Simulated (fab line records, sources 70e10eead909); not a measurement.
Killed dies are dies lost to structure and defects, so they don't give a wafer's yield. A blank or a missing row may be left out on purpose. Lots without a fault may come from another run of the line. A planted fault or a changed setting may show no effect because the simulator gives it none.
fab line records | flow nand_harc | part 1 of 2: steps 1 to 28 of 36
record lots=5 wafers=15 last_day=24
route steps=1159 shown P_M1@303 P_M2@318
lots that met no fault: from a run of the same line without faults
start_h: hours from the record's first day to the start of the lot's first wafer shown | wait_h: hours since the lot's step before | " the same as in the row above | L1.1+2: a row that stands for several wafers | - no value, or no start given | * or withheld: withheld | < > ~ a bound
route shown NAME@n: a module of which the file shows steps, and the number in the route of the first | usual: mean/standard deviation of fault-free wafers | same: alike in all rows | chamber/n: place in a boat | sites: the reading at each site | _std_site: their standard deviation | _edge_site: outer sites' mean less inner sites' | radius_mm: how far each site lies from the wafer's centre | mask NAME#n: copy n | behind: the tool/chamber that last shaped the wafer | hold: why the lot was held/for how many hours/how that ended | device: the transistor (n, p or np) that didn't switch | end of line: the same wafers' tests at the end of the route | a step without rows: its recipe alone | killed: dies lost to structure and defects at the first sort, not the wafer's yield | map: a wafer's dies, x killed, . not, _ none there
set.NAME: the setting as run; set.NAME@STEP: as run at that earlier step | model.NAME: the simulator's own value behind a step, which no gauge read
lots at some steps of the route; a table a step, a row a wafer
services: from which hour (start_h, from the record's first day; less than 0 if before it) a tool's chamber was out of use, for how many hours, and why
## steps
# step NHARC_P_M1_ETCH_28
# recipe target_depth_a=300 over_etch_frac=0.3 time_s=72.99 ion_energy_ev=150 cf4_flow_sccm=50 n2_flow_sccm=100 ar_flow_sccm=150 rf_w=300 bias_w=100 chemistry=CF4/N2
# usual drypump_motor_current_A=5.8/0.32 oes_product_au=1.002/0.01 rf_vpp_V=314.2/1.8 showerhead_plenum_p_Torr=2.62/0.091 throttle_valve_pct=19.794/0.0097
# columns lot.wafer tool chamber start_h wait_h drypump_motor_current_A oes_product_au rf_hours_counter_h rf_vpp_V showerhead_plenum_p_Torr throttle_valve_pct
L086.3 rie_diel-04 0 - - 6.4 0.981 2 316.3 2.63 19.792
L086.1 " 3 " " 5.3 1.005 2 315.0 2.63 19.784
L086.6 " 0 " " 6.4 0.983 - 313.3 2.63 19.800
L085.2 rie_diel-02 0 - - 5.8 0.997 3 316.0 2.71 19.794
L085.4 " 3 " " 5.9 0.998 3 313.4 2.53 19.795
L085.6 " 1 " " 6.0 1.014 - 315.1 2.58 19.799
L088.2 rie_diel-02 1 - - 6.0 1.011 3 313.5 2.58 19.771
L088.1 " 0 " " 5.8 1.000 3 315.6 2.71 19.795
L088.5 " 2 " " 6.0 1.016 - 315.7 2.76 19.795
L089.4 rie_diel-04 2 - - 5.1 0.997 2 311.5 2.48 19.801
L089.3 " 0 " " 6.4 0.992 2 313.6 2.63 19.809
L089.2 " 1 " " 5.9 1.002 2 315.8 2.73 19.798
L097.5 rie_diel-10 0 - - 5.9 1.009 - 314.0 2.68 19.779
L097.6 " 2 " " 5.8 1.019 - 313.5 2.58 19.779
L097.4 " 3 " " 6.2 1.000 - 314.0 2.57 19.792
# step NHARC_P_M1_STRIP_19
# recipe time_s=600 temp_c=30 chemistry=post_etch_residue_remover
# columns lot.wafer tool chamber start_h wait_h
L086.6+3+1 wet_bench-08 4,5,6 197.34 -
L085.4+6+2 wet_bench-08 5,1,2 206.98 -
L088.2+5+1 wet_bench-10 1,2,3 212.71 -
L089.3+2+4 wet_bench-10 3,6,0 213.30 -
L097.6+5+4 wet_bench-08 4,7,1 270.77 -
# step NHARC_P_M1_DEGAS_29
# recipe temp_c=250 time_s=60
# usual heater_power_w=356/54
# columns lot.wafer tool chamber start_h wait_h heater_power_w
L086.1 pvd_sputter-03 - 197.60 - 367
L086.3 " - " " 338
L086.6 " - " " 300
L085.4 pvd_sputter-03 - 207.25 - 309
L085.2 " - " " 359
L085.6 " - " " 310
L088.1 pvd_sputter-02 - 212.97 - 296
L088.2 " - " " 343
L088.5 " - " " 300
L089.2 pvd_sputter-03 - 213.58 - 365
L089.4 " - " " 303
L089.3 " - " " 343
L097.4 pvd_sputter-02 - 271.03 - 328
L097.5 " - " " 342
L097.6 " - " " 322
# step NHARC_P_M1_PRE_CLEAN_30
# recipe time_s=30 temp_c=280 gas=H2/He
# usual heater_power_w=437/66
# columns lot.wafer tool chamber start_h wait_h heater_power_w
L086.3 pvd_sputter-03 - - - 382
L086.1 " - " " 413
L086.6 " - " " 455
L085.2 pvd_sputter-03 - - - 421
L085.4 " - " " 494
L085.6 " - " " 417
L088.1 pvd_sputter-02 - - - 594
L088.2 " - " " 416
L088.5 " - " " 418
L089.2 pvd_sputter-03 - - - 455
L089.3 " - " " 381
L089.4 " - " " 441
L097.4 pvd_sputter-02 - - - 391
L097.5 " - " " 420
L097.6 " - " " 388
# step NHARC_P_M1_PVD_20
# recipe target_thk_a=50 bias_v=168.6 power_w=15000 chamber_pressure_pa=0.12 time_s=8.06 substrate_temp_c=50 material=TaN
# usual throttle_valve_pct=29.7/1.1
# columns lot.wafer tool chamber start_h wait_h throttle_valve_pct
L086.1 pvd_sputter-03 - - - 31.7
L086.3 " - " " 28.9
L086.6 " - " " 29.4
L085.4 pvd_sputter-03 - - - 29.1
L085.2 " - " " 29.3
L085.6 " - " " 31.5
L088.1 pvd_sputter-02 - - - 28.4
L088.2 " - " " 29.2
L088.5 " - " " 29.1
L089.2 pvd_sputter-03 - - - 31.3
L089.3 " - " " 29.0
L089.4 " - " " 31.2
L097.4 pvd_sputter-02 - - - 29.4
L097.6 " - " " 29.2
L097.5 " - " " 29.7
# step NHARC_P_M1_PVD_21
# recipe target_thk_a=300 chamber_pressure_pa=5 power_w=5000 substrate_temp_c=30 time_s=20.49 material=Cu
# usual throttle_valve_pct=29.8/1.1
# columns lot.wafer tool chamber start_h wait_h throttle_valve_pct
L086.3 pvd_sputter-03 - - - 31.7
L086.1 " - " " 31.3
L086.6 " - " " 29.3
L085.4 pvd_sputter-03 - - - 29.1
L085.2 " - " " 31.5
L085.6 " - " " 31.5
L088.1 pvd_sputter-02 - - - 29.2
L088.2 " - " " 29.5
L088.5 " - " " 30.0
L089.2 pvd_sputter-03 - - - 31.4
L089.4 " - " " 31.6
L089.3 " - " " 29.2
L097.4 pvd_sputter-02 - - - 30.6
L097.5 " - " " 30.4
L097.6 " - " " 30.4
# step NHARC_P_M1_ECD_22
# recipe target_thk_a=4000 bath_temp_c=25 material=Cu
# columns lot.wafer tool chamber start_h wait_h
L086.1+3+6 ecd_cu-02 0 197.96 -
L085.2+4+6 ecd_cu-01 0,1,0 207.61 -
L088.1+2+5 ecd_cu-01 0,1,0 213.34 -
L089.2+4+3 ecd_cu-02 0,0,1 213.99 -
L097.4+6+5 ecd_cu-01 0,1,0 271.56 -
# step NHARC_P_M1_ANNEAL_31
# recipe temp_c=225 time_s=90
# usual wafer_temp_C_max=225.76/0.27
# columns lot.wafer tool chamber start_h wait_h wafer_temp_C_max
L086.1 rtp_anneal-02 0 198.33 - 225.78
L086.3 " 0 " " 225.53
L086.6 " 0 " " 226.04
L085.2 rtp_anneal-01 0 208.04 - 225.98
L085.4 " 0 " " 225.69
L085.6 " 0 " " 226.00
L088.1 rtp_anneal-01 0 213.72 - 225.78
L088.2 " 0 " " 225.89
L088.5 " 0 " " 225.83
L089.2 rtp_anneal-02 0 214.41 - 225.64
L089.3 " 0 " " 225.66
L089.4 " 0 " " 225.66
L097.4 rtp_anneal-02 0 271.94 0.3 225.82
L097.5 " 0 " " 225.63
L097.6 " 0 " " 225.65
# step NHARC_P_M1_CMP_23
# recipe t_overpolish_s=20 target_thk_nm=157.82
# usual motor_current_A=12.2/0.93 time_to_endpoint_s=28.9/2.2
# columns lot.wafer tool chamber start_h wait_h motor_current_A time_to_endpoint_s
L086.3 cmp-02 1 198.68 - 11.9 29.8
L086.1 " 0 " " 12.9 27.4
L086.6 " 2 " " 10.6 30.6
L085.2 cmp-04 3 208.33 - 12.5 29.4
L085.4 " 1 " " 10.5 27.1
L085.6 " 3 " " 12.8 30.9
L088.2 cmp-01 1 214.09 - 14.3 24.9
L088.1 " 3 " " 11.4 25.3
L088.5 " 1 " " 14.7 26.3
L089.4 cmp-04 2 214.70 - 12.7 26.8
L089.3 " 0 " " 11.7 27.9
L089.2 " 1 " " 11.4 26.0
L097.4 cmp-04 3 272.16 - 12.3 25.8
L097.6 " 2 " " 13.3 26.7
L097.5 " 3 " " 12.6 28.5
# step NHARC_P_M1_THK_MEAS_24
# recipe thk_meas_gauge=xrf
# usual thk_nm=158.0/1.3
# columns lot.wafer tool chamber start_h wait_h thk_nm
L086.1 film_metro-02 - 198.99 - 158.2
L086.3 " - " " 158.4
L086.6 " - " " 156.4
L085.2 film_metro-01 - 208.65 - 157.9
L085.4 " - " " 159.7
L085.6 " - " " 158.8
L088.1 film_metro-01 - 214.38 - 156.7
L088.2 " - " " 156.0
L088.5 " - " " 156.7
L089.2 film_metro-02 - 215.02 - 157.9
L089.3 " - " " 157.7
L089.4 " - " " 159.8
L097.4 film_metro-02 - 272.44 - 155.9
L097.5 " - " " 156.7
L097.6 " - " " 155.5
# step NHARC_P_M1_SRD_25
# columns lot.wafer tool chamber start_h wait_h
L086.1+6+3 wet_bench-10 0,1,2 199.03 0.0
L085.6+2+4 wet_bench-10 2,3,6 208.69 0.0
L088.2+1+5 wet_bench-08 2,4,5 214.43 0.0
L089.3+2+4 wet_bench-08 7,0,2 215.06 0.0
L097.5+4+6 wet_bench-10 3,6,7 272.49 0.0
# step NHARC_P_M1_INSPECT_27
# usual raw_defect_count=304/120
# columns lot.wafer tool chamber start_h wait_h raw_defect_count
L086.1 defect_inspect-02 - 199.15 0.0 277
L086.3 " - " " 272
L086.6 " - " " 358
L085.2 defect_inspect-02 - 208.81 0.0 262
L085.4 " - " " 324
L085.6 " - " " 339
L088.1 defect_inspect-02 - 214.53 0.0 802
L088.2 " - " " 452
L088.5 " - " " 499
L089.2 defect_inspect-02 - 215.18 0.0 256
L089.3 " - " " 250
L089.4 " - " " 232
L097.4 defect_inspect-02 - 272.60 0.0 328
L097.5 " - " " 410
L097.6 " - " " 160
# step NHARC_P_M1_PRE_CLEAN_32
# recipe time_s=12 temp_c=370 rf_power_w=300 gas=NH3
# usual heater_power_w=637/70
# columns lot.wafer tool chamber start_h wait_h heater_power_w
L086.1 pecvd-02 2 199.22 0.1 649
L086.3 " 1 " " 647
L086.6 " 1 " " 663
L085.2 pecvd-02 0 208.89 0.1 660
L085.4 " 0 " " 673
L085.6 " 1 " " 592
L088.1 pecvd-02 2 214.60 0.1 736
L088.2 " 1 " " 648
L088.5 " 2 " " 725
L089.3 pecvd-02 0 215.24 0.1 619
L089.2 " 2 " " 743
L089.4 " 1 " " 591
L097.6 pecvd-04 2 272.72 0.1 648
L097.5 " 0 " " 512
L097.4 " 1 " " 595
# step NHARC_P_M1_DEP_33
# recipe target_thk_a=300 temp_c=370 target_thk_nm=30 pressure_torr=3 flow_sccm=200 rf_w=450 material=SiCN
# usual heater_power_w=591/80
# columns lot.wafer tool chamber start_h wait_h heater_power_w
L086.1 pecvd-02 2 199.30 0.1 725
L086.3 " 1 " " 598
L086.6 " 1 " " 605
L085.2 pecvd-02 0 209.00 0.1 584
L085.4 " 0 " " 578
L085.6 " 1 " " 623
L088.1 pecvd-02 2 214.68 0.1 721
L088.2 " 1 " " 537
L088.5 " 2 " " 712
L089.3 pecvd-02 0 215.32 0.1 630
L089.2 " 2 " " 719
L089.4 " 1 " " 577
L097.6 pecvd-04 2 272.89 0.2 580
L097.5 " 0 " " 526
L097.4 " 1 " " 578
# step NHARC_P_M2_DEP_00
# recipe target_thk_a=1825 target_thk_nm=182.5 temp_c=withheld pressure_torr=5 flow_sccm=200 rf_w=600 material=SiOC
# columns lot.wafer tool chamber start_h wait_h
L086.1+3+6 pecvd-02 0,1,1 - -
L085.2+4+6 pecvd-04 0,2,0 209.41 -
L088.1+2+5 pecvd-01 2,0,0 215.10 -
L089.2+3+4 pecvd-01 2,0,0 215.78 -
L097.5+6+4 pecvd-01 1,2,0 273.31 -
# step NHARC_P_M2_DEHYDRATE_01
# recipe temp_c=150 time_s=120
# usual plate_temp_C=149.98/0.16
# columns lot.wafer tool chamber start_h wait_h plate_temp_C
L086.1 litho_track-01 0 200.30 - 149.79
L086.3 " 0 " " 149.91
L086.6 " 0 " " 150.06
L085.2 litho_track-06 0 209.77 - 150.38
L085.4 " 0 " " 150.10
L085.6 " 0 " " 150.15
L088.1 litho_track-01 0 215.51 - 149.78
L088.2 " 0 " " 149.79
L088.5 " 0 " " 149.90
L089.2 litho_track-06 0 216.14 - 149.96
L089.3 " 0 " " 149.73
L089.4 " 0 " " 149.92
L097.4 litho_track-04 0 273.58 - 150.31
L097.5 " 0 " " 150.06
L097.6 " 0 " " 149.92
# step NHARC_P_M2_HMDS_02
# recipe time_s=30
# columns lot.wafer tool chamber start_h wait_h
L086.1+3+6 litho_track-01 0 - -
L085.2+4+6 litho_track-06 0 - -
L088.1+2+5 litho_track-01 0 - -
L089.2+3+4 litho_track-06 0 - -
L097.4+5+6 litho_track-04 0 - -
# step NHARC_P_M2_COAT_34
# recipe temp_c=200 time_s=65
# usual plate_temp_C=200.01/0.14
# columns lot.wafer tool chamber start_h wait_h plate_temp_C
L086.1 litho_track-01 0 - - 199.96
L086.3 " 0 " " 200.02
L086.6 " 0 " " 199.95
L085.2 litho_track-06 0 - - 199.73
L085.4 " 0 " " 199.99
L085.6 " 0 " " 199.87
L088.1 litho_track-01 0 - - 199.84
L088.2 " 0 " " 199.96
L088.5 " 0 " " 199.68
L089.2 litho_track-06 0 - - 200.33
L089.3 " 0 " " 200.18
L089.4 " 0 " " 200.17
L097.4 litho_track-04 0 - - 199.92
L097.5 " 0 " " 200.17
L097.6 " 0 " " 200.04
# step NHARC_P_M2_COAT_03
# recipe spin_rpm=1500 resist_thk_nm=90
# columns lot.wafer tool chamber start_h wait_h
L086.1+3+6 litho_track-01 0 - -
L085.2+4+6 litho_track-06 0 - -
L088.1+2+5 litho_track-01 0 - -
L089.2+3+4 litho_track-06 0 - -
L097.4+5+6 litho_track-04 0 - -
# step NHARC_P_M2_SOFTBAKE_04
# recipe temp_c=105 time_s=55
# usual plate_temp_C=104.99/0.13
# columns lot.wafer tool chamber start_h wait_h plate_temp_C
L086.1 litho_track-01 0 - - 105.07
L086.3 " 0 " " 104.96
L086.6 " 0 " " 104.94
L085.2 litho_track-06 0 - - 104.91
L085.4 " 0 " " 105.09
L085.6 " 0 " " 105.06
L088.1 litho_track-01 0 - - 105.04
L088.2 " 0 " " 105.31
L088.5 " 0 " " 104.98
L089.2 litho_track-06 0 - - 105.03
L089.3 " 0 " " 105.15
L089.4 " 0 " " 104.98
L097.4 litho_track-04 0 - - 105.12
L097.5 " 0 " " 105.05
L097.6 " 0 " " 104.79
# step NHARC_P_M2_EBR_05
# columns lot.wafer tool chamber start_h wait_h
L086.1+3+6 litho_track-01 0 - -
L085.2+4+6 litho_track-06 0 - -
L088.1+2+5 litho_track-01 0 - -
L089.2+3+4 litho_track-06 0 - -
L097.4+5+6 litho_track-04 0 - -
# step NHARC_P_M2_EXPOSE_06
# recipe na=1.35 target_cd_nm=170 dose_mj=80.78 mask_id=P_M2
# usual reticle_temp_C=22.99/0.094
# columns lot.wafer tool chamber start_h wait_h mask reticle_temp_C
L086.1 arfi_scanner-03 0 200.59 - P_M2#0 23.05
L086.3 " 0 " " P_M2#0 23.00
L086.6 " 0 " " P_M2#0 23.09
L085.2 arfi_scanner-02 0 210.06 - P_M2#0 23.01
L085.4 " 0 " " P_M2#0 22.98
L085.6 " 0 " " P_M2#0 22.89
L088.1 arfi_scanner-03 0 215.79 - P_M2#0 23.13
L088.2 " 0 " " P_M2#0 23.07
L088.5 " 0 " " P_M2#0 23.09
L089.2 arfi_scanner-01 0 216.43 - P_M2#0 22.93
L089.3 " 0 " " P_M2#0 22.96
L089.4 " 0 " " P_M2#0 23.08
L097.4 arfi_scanner-01 0 273.88 - P_M2#0 23.01
L097.5 " 0 " " P_M2#0 22.91
L097.6 " 0 " " P_M2#0 22.95
# step NHARC_P_M2_PEB_07
# recipe peb_temp_c=100 peb_time_s=65
# usual plate_temp_C=100.00/0.13
# columns lot.wafer tool chamber start_h wait_h plate_temp_C
L086.1 litho_track-06 0 200.65 0.1 100.09
L086.3 " 0 " " 100.03
L086.6 " 0 " " 99.98
L085.2 litho_track-06 0 210.13 0.1 100.01
L085.4 " 0 " " 99.99
L085.6 " 0 " " 100.07
L088.1 litho_track-04 0 215.86 0.1 99.94
L088.2 " 0 " " 100.00
L088.5 " 0 " " 100.13
L089.2 litho_track-01 0 216.50 0.1 99.86
L089.3 " 0 " " 99.93
L089.4 " 0 " " 99.87
L097.4 litho_track-04 0 273.93 0.0 100.06
L097.5 " 0 " " 99.89
L097.6 " 0 " " 100.04
# step NHARC_P_M2_DEVELOP_08
# recipe develop_time_s=35 dev_temp_c=23
# columns lot.wafer tool chamber start_h wait_h
L086.1+3+6 litho_track-06 0 - -
L085.2+4+6 litho_track-06 0 - -
L088.1+2+5 litho_track-04 0 - -
L089.2+3+4 litho_track-01 0 - -
L097.4+5+6 litho_track-04 0 - -
# step NHARC_P_M2_CD_MEAS_09
# recipe target_cd_nm=170 landing_energy_ev=500
# usual cd_nm=170.2/0.56
# columns lot.wafer tool chamber start_h wait_h cd_nm
L086.1 cd_sem-03 0 200.73 - 169.6
L086.3 " 0 " " 170.2
L086.6 " 0 " " 170.4
L085.2 cd_sem-03 0 210.22 - 169.0
L085.4 " 0 " " 169.7
L085.6 " 0 " " 169.7
L088.1 cd_sem-03 0 215.94 - 169.9
L088.2 " 0 " " 169.7
L088.5 " 0 " " 170.8
L089.2 cd_sem-02 0 216.58 - 169.7
L089.3 " 0 " " 169.9
L089.4 " 0 " " 169.5
L097.4 cd_sem-03 0 274.02 - 170.7
L097.5 " 0 " " 169.9
L097.6 " 0 " " 170.0
# step NHARC_P_M2_OVL_MEAS_10
# recipe pitch_nm=340
# usual overlay_x_nm=-0.1/0.77 overlay_y_nm=0.0/0.71
# columns lot.wafer tool chamber start_h wait_h overlay_x_nm overlay_y_nm
L086.1 overlay-01 - 200.82 - 0.1 0.1
L086.3 " - " " 0.4 0.0
L086.6 " - " " 0.1 0.4
L085.2 overlay-01 - 210.32 - 0.4 -0.5
L085.4 " - " " 0.8 -0.2
L085.6 " - " " 0.7 0.1
L088.1 overlay-02 - 216.02 - 0.6 1.4
L088.2 " - " " -0.1 0.7
L088.5 " - " " 0.5 1.7
L089.2 overlay-02 - 216.66 - -1.0 0.8
L089.3 " - " " -1.0 0.1
L089.4 " - " " -0.3 1.2
L097.4 overlay-01 - 274.10 - 1.7 -0.5
L097.5 " - " " 1.1 -0.6
L097.6 " - " " 1.0 -0.7
# step NHARC_P_M2_INSPECT_11
# usual raw_defect_count=3.8/2.3
# columns lot.wafer tool chamber start_h wait_h raw_defect_count
L086.1 defect_inspect-02 - 200.85 0.0 1
L086.3 " - " " 4
L086.6 " - " " 7
L085.2 defect_inspect-01 - 210.35 0.0 2
L085.4 " - " " 5
L085.6 " - " " 3
L088.1 defect_inspect-02 - 216.06 0.0 2
L088.2 " - " " 2
L088.5 " - " " 0
L089.2 defect_inspect-01 - 216.70 0.0 1
L089.3 " - " " 1
L089.4 " - " " 5
L097.4 defect_inspect-01 - 274.13 0.0 2
L097.5 " - " " 1
L097.6 " - " " 2
# step NHARC_P_M2_DESCUM_14
# recipe time_s=3 o2_flow_sccm=200 ar_flow_sccm=0 bias_power_w=0 chemistry=O2
# usual drypump_motor_current_A=5.7/0.41 oes_product_au=1.001/0.0096 rf_vpp_V=58.0/0.86 showerhead_plenum_p_Torr=1.96/0.078 throttle_valve_pct=11.312/0.0094
# columns lot.wafer tool chamber start_h wait_h drypump_motor_current_A oes_product_au rf_hours_counter_h rf_vpp_V showerhead_plenum_p_Torr throttle_valve_pct
L086.3 rie_diel-03 2 200.93 0.1 5.6 1.003 6 58.3 2.02 11.319
L086.1 " 3 " " 5.7 1.006 6 58.4 2.03 11.312
L086.6 " 0 " " 5.6 1.015 - 56.9 1.94 11.304
L085.2 rie_diel-03 0 210.42 0.1 5.6 1.011 6 58.3 1.94 11.305
L085.4 " 2 " " 5.7 1.004 6 58.9 2.02 11.304
L085.6 " 0 " " 5.6 0.991 - 59.1 1.94 11.311
L088.2 rie_diel-12 0 216.13 0.1 5.4 1.006 1 58.0 1.90 11.318
L088.1 " 2 " " 6.3 0.986 2 57.7 2.05 11.314
L088.5 " 3 " " 5.2 1.006 - 58.2 2.02 11.314
L089.4 rie_diel-12 1 216.77 0.1 6.2 0.995 2 59.3 1.99 11.323
L089.2 " 2 " " 6.3 1.020 2 57.5 2.05 11.314
L089.3 " 3 " " 5.2 1.005 2 58.8 2.02 11.308
L097.4 rie_diel-03 2 274.22 0.1 5.6 1.017 2 58.9 2.02 11.335
L097.5 " 3 " " 5.8 1.003 - 58.1 2.03 11.322
L097.6 " 0 " " 5.7 0.998 - 58.6 1.94 11.318
